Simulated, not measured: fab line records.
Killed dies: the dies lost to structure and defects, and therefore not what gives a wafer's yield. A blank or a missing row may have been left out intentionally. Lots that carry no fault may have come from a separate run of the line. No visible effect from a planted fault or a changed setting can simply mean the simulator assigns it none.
What tool caused it? + flow n5_finfet + 10 lots with 30 wafers sampled at 5 steps, on a route of 1938 steps

## WHAT EACH GAUGE READ, for each wafer
N5_BEOL_M4_RC_MEAS_101. Usual: DIBL_N 36.0 mV/V, standard deviation 1.4; DIBL_P 36.1 mV/V, standard deviation 1.4; IOFF_N 0.153 nA/um, standard deviation 0.02; IOFF_P 0.211 nA/um, standard deviation 0.026; ION_N 673 uA/um, standard deviation 8.7; ION_P 463 uA/um, standard deviation 6.7; SS_N 71.5 mV/dec, standard deviation 0.5; SS_P 73.3 mV/dec, standard deviation 0.54; VT_N 250.1 mV, standard deviation 2.4; VT_P -250.2 mV, standard deviation 2.9.
| lot  | measured     | on        | DIBL_N (mV/V)  | DIBL_P (mV/V)  | IOFF_N (nA/um)    | IOFF_P (nA/um)    | ION_N (uA/um) | ION_P (uA/um) | SS_N (mV/dec)  | SS_P (mV/dec)  | VT_N (mV)         | VT_P (mV)            | flag |
|------|--------------|-----------|----------------|----------------|-------------------|-------------------|---------------|---------------|----------------|----------------|-------------------|----------------------|------|
| L193 | day 9 21:12  | prober-02 | 39.5 38.2 39.3 | 39.0 37.3 38.9 | 0.195 0.171 0.192 | 0.247 0.214 0.249 | 684 676 687   | 470 467 472   | 71.6 71.2 71.3 | 74.6 73.8 74.3 | 245.6 248.8 249.0 | -248.0 -250.4 -251.1 |      |
| L195 | day 10 14:56 | prober-01 | 34.6 34.5 35.4 | 35.6 34.9 36.6 | 0.142 0.141 0.153 | 0.207 0.189 0.216 | 669 669 672   | 465 454 465   | 71.8 71.3 71.6 | 73.1 73.5 73.7 | 251.7 252.4 249.5 | -248.8 -252.2 -251.7 |      |
| L196 | day 10 23:22 | prober-01 | 37.4 36.4 38.7 | 38.2 36.8 39.7 | 0.177 0.162 0.215 | 0.241 0.219 0.275 | 680 678 690   | 465 466 469   | 72.0 71.5 72.2 | 73.2 72.6 73.7 | 249.7 248.2 247.5 | -247.3 -247.1 -246.1 |      |
| L200 | day 12 08:43 | prober-02 | 38.4 35.7 36.0 | 39.0 35.6 36.5 | 0.212 0.159 0.156 | 0.271 0.207 0.224 | 686 677 678   | 470 466 462   | 73.1 71.9 71.1 | 74.2 72.5 73.5 | 245.6 247.4 248.3 | -246.8 -251.6 -248.4 |      |
| L203 | day 12 17:44 | prober-02 | 37.4 36.6 37.2 | 36.2 36.2 36.1 | 0.142 0.143 0.146 | 0.193 0.192 0.205 | 664 672 671   | 460 464 463   | 71.4 71.6 71.2 | 73.1 73.2 72.9 | 251.9 251.8 252.6 | -249.8 -251.3 -251.0 |      |
| L207 | day 13 13:52 | prober-01 | 35.8 36.2 35.2 | 35.7 34.8 34.3 | 0.150 0.147 0.133 | 0.221 0.208 0.194 | 679 670 660   | 477 462 463   | 71.8 71.2 71.2 | 73.2 73.2 72.6 | 247.9 248.4 251.4 | -248.5 -249.6 -251.8 |      |
| L208 | day 13 11:46 | prober-01 | 36.4 35.9 36.6 | 37.7 36.6 37.7 | 0.149 0.147 0.155 | 0.211 0.201 0.210 | 674 670 676   | 466 463 465   | 71.7 72.0 71.9 | 73.7 72.8 73.6 | 251.9 250.3 248.7 | -251.6 -251.4 -251.9 |      |
| L209 | day 15 11:11 | prober-02 | 34.5 33.6 34.5 | 36.3 33.6 35.7 | 0.150 0.121 0.142 | 0.208 0.162 0.187 | 664 659 665   | 459 449 454   | 70.8 70.5 70.2 | 73.9 73.1 72.9 | 246.7 250.9 249.3 | -250.5 -253.8 -254.0 |      |
| L210 | day 13 19:11 | prober-01 | 35.5 35.1 36.6 | 34.3 34.3 35.9 | 0.139 0.139 0.153 | 0.185 0.189 0.216 | 659 669 662   | 456 459 462   | 71.2 71.4 71.1 | 72.3 72.9 72.4 | 250.1 253.1 252.1 | -250.4 -250.0 -251.4 |      |
| L211 | day 14 15:33 | prober-01 | 34.3 33.8 34.8 | 36.0 35.2 36.4 | 0.141 0.135 0.147 | 0.198 0.188 0.205 | 673 665 668   | 466 460 463   | 71.7 71.2 71.6 | 73.2 73.0 73.7 | 251.4 251.8 250.1 | -252.4 -251.7 -252.6 |      |

## WHICH TOOL RAN EACH LOT (tool, then ch and the chambers of the sampled wafers, then the start)
| lot  | N5_FIN_SAQP_RECESS_75             | N5_FIN_SAQP_COAT_68              | N5_FIN_SAQP_RECESS_71             | N5_FIN_SAQP_MANDREL2_REMOVE_60  |
|------|-----------------------------------|----------------------------------|-----------------------------------|---------------------------------|
| L193 | vapor_etch-02 ch 0,1, day 3 05:33 | litho_track-01 ch 0, day 3 07:31 | vapor_etch-02 ch 0,1, day 3 07:44 | rie_si-05 ch 1,2,3, day 3 08:47 |
| L195 | vapor_etch-01 ch 0,1, day 3 17:20 | litho_track-01 ch 0, day 3 19:17 | vapor_etch-02 ch 0,1, day 3 19:31 | rie_si-05 ch 1,2,3, day 3 20:38 |
| L196 | vapor_etch-02 ch 0,1, day 3 23:04 | litho_track-01 ch 0, day 4 01:02 | vapor_etch-01 ch 0,1, day 4 01:15 | rie_si-06 ch 0,3, day 4 01:48   |
| L200 | vapor_etch-02 ch 0,1, day 4 23:14 | litho_track-01 ch 0, day 5 02:56 | vapor_etch-01 ch 0,1, day 5 03:09 | rie_si-06 ch 0,2, day 5 04:41   |
| L203 | vapor_etch-01 ch 0,1, day 5 18:02 | litho_track-01 ch 0, day 5 20:04 | vapor_etch-02 ch 1, day 5 20:28   | rie_si-05 ch 0,2, day 5 21:03   |
| L207 | vapor_etch-02 ch 1, day 6 16:53   | litho_track-02 ch 0, day 6 18:51 | vapor_etch-01 ch 1, day 6 19:04   | rie_si-06 ch 1,2, day 6 19:41   |
| L208 | vapor_etch-01 ch 0,1, day 6 23:15 | litho_track-05 ch 0, day 7 01:22 | vapor_etch-02 ch 0,1, day 7 01:45 | rie_si-01 ch 0,3, day 7 02:26   |
| L209 | vapor_etch-01 ch 0,1, day 7 05:43 | litho_track-05 ch 0, day 7 07:47 | vapor_etch-01 ch 1, day 7 08:03   | rie_si-05 ch 0,2,3, day 7 08:37 |
| L210 | vapor_etch-01 ch 0,1, day 7 11:08 | litho_track-05 ch 0, day 7 13:21 | vapor_etch-02 ch 0,1, day 7 13:37 | rie_si-01 ch 0,1,3, day 7 14:11 |
| L211 | vapor_etch-01 ch 0,1, day 7 16:25 | litho_track-02 ch 0, day 7 18:16 | vapor_etch-01 ch 0,1, day 7 18:31 | rie_si-05 ch 0,2,3, day 7 19:06 |
- N5_FIN_SAQP_RECESS_75: chemistry HF/NH3, target SiO2, target depth 14.4 nm, afs cycles 3, sublimation time 60 s.
- N5_FIN_SAQP_COAT_68: time 60 s, resist thk 100 nm.
- N5_FIN_SAQP_RECESS_71: chemistry HF/NH3, target SiO2, target depth 3 nm, afs cycles 1, sublimation time 60 s.
- N5_FIN_SAQP_MANDREL2_REMOVE_60: chemistry HBr/Cl2/O2, target a-Si, stops on SiNx, bt time 10 s.

## WHAT THE TOOLS THEMSELVES READ (means of the sampled wafers that have a number; where no wafer has one, the mark that the record gives instead)
N5_FIN_SAQP_RECESS_75. Usual: drypump_motor_current_A reads 5.8 A (standard deviation 0.49).
| lot  | tool          | drypump_motor_current_A (A) | flag |
|------|---------------|-----------------------------|------|
| L193 | vapor_etch-02 | 5.5                         |      |
| L195 | vapor_etch-01 | 5.8                         |      |
| L196 | vapor_etch-02 | 6.0                         |      |
| L200 | vapor_etch-02 | 5.5                         |      |
| L203 | vapor_etch-01 | 5.7                         |      |
| L207 | vapor_etch-02 | 6.6                         |      |
| L208 | vapor_etch-01 | 5.7                         |      |
| L209 | vapor_etch-01 | 5.8                         |      |
| L210 | vapor_etch-01 | 5.8                         |      |
| L211 | vapor_etch-01 | 5.7                         |      |

N5_FIN_SAQP_COAT_68. Usual: heater_power_total_W 500.2 W, standard deviation 1.8; plate_temp_C 250.00 C, standard deviation 0.17.
| lot  | tool           | heater_power_total_W (W) | plate_temp_C (C) | flag |
|------|----------------|--------------------------|------------------|------|
| L193 | litho_track-01 | 500.9                    | 250.00           |      |
| L195 | litho_track-01 | 500.3                    | 250.13           |      |
| L196 | litho_track-01 | 500.7                    | 249.84           |      |
| L200 | litho_track-01 | 492.4                    | 246.24           | OFF  |
| L203 | litho_track-01 | 492.7                    | 246.48           | OFF  |
| L207 | litho_track-02 | 497.8                    | 249.96           |      |
| L208 | litho_track-05 | 500.0                    | 250.25           |      |
| L209 | litho_track-05 | 499.9                    | 249.96           |      |
| L210 | litho_track-05 | 498.9                    | 249.80           |      |
| L211 | litho_track-02 | 502.3                    | 249.90           |      |

N5_FIN_SAQP_RECESS_71. Usual: drypump_motor_current_A reads 5.7 A (standard deviation 0.63).
| lot  | tool          | drypump_motor_current_A (A) | flag |
|------|---------------|-----------------------------|------|
| L193 | vapor_etch-02 | 5.5                         |      |
| L195 | vapor_etch-02 | 6.0                         |      |
| L196 | vapor_etch-01 | 5.7                         |      |
| L200 | vapor_etch-01 | 5.7                         |      |
| L203 | vapor_etch-02 | 6.6                         |      |
| L207 | vapor_etch-01 | 5.7                         |      |
| L208 | vapor_etch-02 | 6.0                         |      |
| L209 | vapor_etch-01 | 5.7                         |      |
| L210 | vapor_etch-02 | 6.0                         |      |
| L211 | vapor_etch-01 | 5.8                         |      |

N5_FIN_SAQP_MANDREL2_REMOVE_60. Usual: drypump_motor_current_A 5.7 A, standard deviation 0.42; oes_product_au 0.999 a.u., standard deviation 0.014; throttle_valve_pct 36.72 %, standard deviation 0.29.
| lot  | tool      | drypump_motor_current_A (A) | oes_product_au (a.u.) | throttle_valve_pct (%) | flag |
|------|-----------|-----------------------------|-----------------------|------------------------|------|
| L193 | rie_si-05 | 6.0                         | 1.009                 | 36.63                  |      |
| L195 | rie_si-05 | 6.0                         | 0.993                 | 36.64                  |      |
| L196 | rie_si-06 | 5.9                         | 1.008                 | 36.39                  |      |
| L200 | rie_si-06 | 5.6                         | 0.989                 | 36.37                  |      |
| L203 | rie_si-05 | 6.3                         | 0.998                 | 36.50                  |      |
| L207 | rie_si-06 | 5.5                         | 0.986                 | 36.65                  |      |
| L208 | rie_si-01 | 5.3                         | 0.995                 | 36.79                  |      |
| L209 | rie_si-05 | 6.2                         | 1.001                 | 36.66                  |      |
| L210 | rie_si-01 | 5.4                         | 0.990                 | 36.90                  |      |
| L211 | rie_si-05 | 6.2                         | 1.005                 | 36.66                  |      |

## THE ANSWER, worked out from the rows above alone
Rule: a lot counts as off when the mean over its wafers that have a number is more than 3 standard deviations away from the usual mean. A lot without any number at a reading at which 4 lots or more have one is off too. Any other lot the step has rows for is counted as sound. First the gauges in route order, then the tools' own readings, where a lot's mean is used as printed above. The first step at which some lot is off is used, and at that step the reading that is off furthest; a lot without a number counts as furthest.
Off, at N5_FIN_SAQP_COAT_68 on plate_temp_C: L200, L203.
A tool fits if, at that step or a process step before it, it ran every lot that is off, and no sound lot after the first of them. One fits: litho_track-01 at N5_FIN_SAQP_COAT_68. A fault onset in the window from L196 (day 4 01:02, its last sound lot) to L200 (day 5 02:56, its first lot off) fits.
The tool's own readings at N5_FIN_SAQP_COAT_68 bear it out: on the lots that are off they differ by more than 5 times the standard deviation of the sound lots' means. heater_power_total_W reads 492.5 W there against 500.1 W on the sound lots; plate_temp_C reads 246.36 C there against 249.98 C on the sound lots.

## WHAT WAS PUT IN BY THE SIMULATOR
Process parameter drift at N5_FIN_SAQP_COAT_68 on litho_track-01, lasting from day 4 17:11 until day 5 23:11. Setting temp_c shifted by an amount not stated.
Shown lots that were struck: L200, L203. The rule above reached the same finding.
